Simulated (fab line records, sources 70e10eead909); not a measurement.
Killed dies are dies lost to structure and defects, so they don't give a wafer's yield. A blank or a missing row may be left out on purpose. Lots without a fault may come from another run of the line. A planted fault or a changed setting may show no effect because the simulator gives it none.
Problem report in the 8D (eight disciplines) form, filled by code | flow nand_harc | the parts of the form that need people (team, actions taken, sign-off) are left out

1. THE PROBLEM
killed_at_array at NHARC_END_SORT_01 reads a mean of 675 on 9 wafers of 3 lots; wafers without a fault read 29 with a standard deviation of 11. That is +59 standard deviations from the usual mean.
First seen on wafer L451.1, day 24 17:19, on prober-02. The record holds 33 wafers of 11 lots with a number at this step. Rule for "out", or "out of limits": more than 4 standard deviations from the usual mean. The other wafers with a number count as sound.

2. WHAT IT IS AND WHAT IT IS NOT
question                    | is                           | is not
which readings at this step | killed_at_array, killed_dies | killed_at_other, killed_at_periphery, killed_open
which lots                  | L451, L454, L455             | L432, L433, L434, L435, L436, L444, L446, L447
which wafers of those lots  | all that have a number       | -
read on which gauges        | prober-01, prober-02         | -
when                        | from day 24 17:19            | up to then (24 sound wafers)

3. SUSPECTS, AND WHAT RULES EACH OUT
Counting: a tool at a process step up to the reading stays a suspect if it ran every lot that is out and no sound lot after the first of them.
- the gauge at NHARC_END_SORT_01: ruled out. The wafers that are out were read on 2 gauges (prober-01, prober-02).
- rie_diel-07 at NHARC_A_CONTACT_ETCH_75 (etches the open film in CF4, target depth 39 nm, time 65 s): kept. It ran every lot that is out, first L451 (day 21 16:31), and no sound lot after that; its last sound lot up to then is L447 (day 20 14:17).
Left after counting: rie_diel-07 at NHARC_A_CONTACT_ETCH_75.

4. THE CAUSE (what the simulator had put in)
Skipped step whole: rie_diel-07, from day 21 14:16 on, at NHARC_A_CONTACT_ETCH_75. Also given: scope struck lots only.
Counting left only this tool.

5. THE CHAIN OF EFFECTS, in route order
Each row: a reading whose mean over the struck wafers that have a number lies more than 3 standard deviations from the usual. Only readings for which the record gives a usual standard deviation are gone through. hours: the time from each lot's start at the first step in this table that gives one to its start at this step, as a median over the lots. sigmas: the change in usual standard deviations.
hours | step              | reading         | usual | on struck wafers | change | sigmas
0     | NHARC_END_SORT_01 | killed_at_array | 29    | 675              | +646   | +59
0     | NHARC_END_SORT_01 | killed_dies     | 33    | 677              | +644   | +59
Readings that are blank on the struck wafers while sound wafers have them: bias_w at NHARC_A_CONTACT_ETCH_75; cf4_flow_sccm at NHARC_A_CONTACT_ETCH_75; drypump_motor_current_A at NHARC_A_CONTACT_ETCH_75; oes_product_au at NHARC_A_CONTACT_ETCH_75; rf_vpp_V at NHARC_A_CONTACT_ETCH_75; showerhead_plenum_p_Torr at NHARC_A_CONTACT_ETCH_75; throttle_valve_pct at NHARC_A_CONTACT_ETCH_75.

6. WHAT WOULD HAVE CAUGHT IT SOONER
In this record the first reading out of limits at a measuring or inspecting step was taken at day 24 17:19, 75 hours after the fault began at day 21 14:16.
At NHARC_A_CONTACT_ETCH_75 the tool's readings are blank on the struck wafers, where sound wafers have them: an empty tool record is the first sign, and it was there at once.
All the lots that are out (3) had begun NHARC_A_CONTACT_ETCH_75 on rie_diel-07 by day 24 17:19. A hold on the tool at that time would have spared none of them.
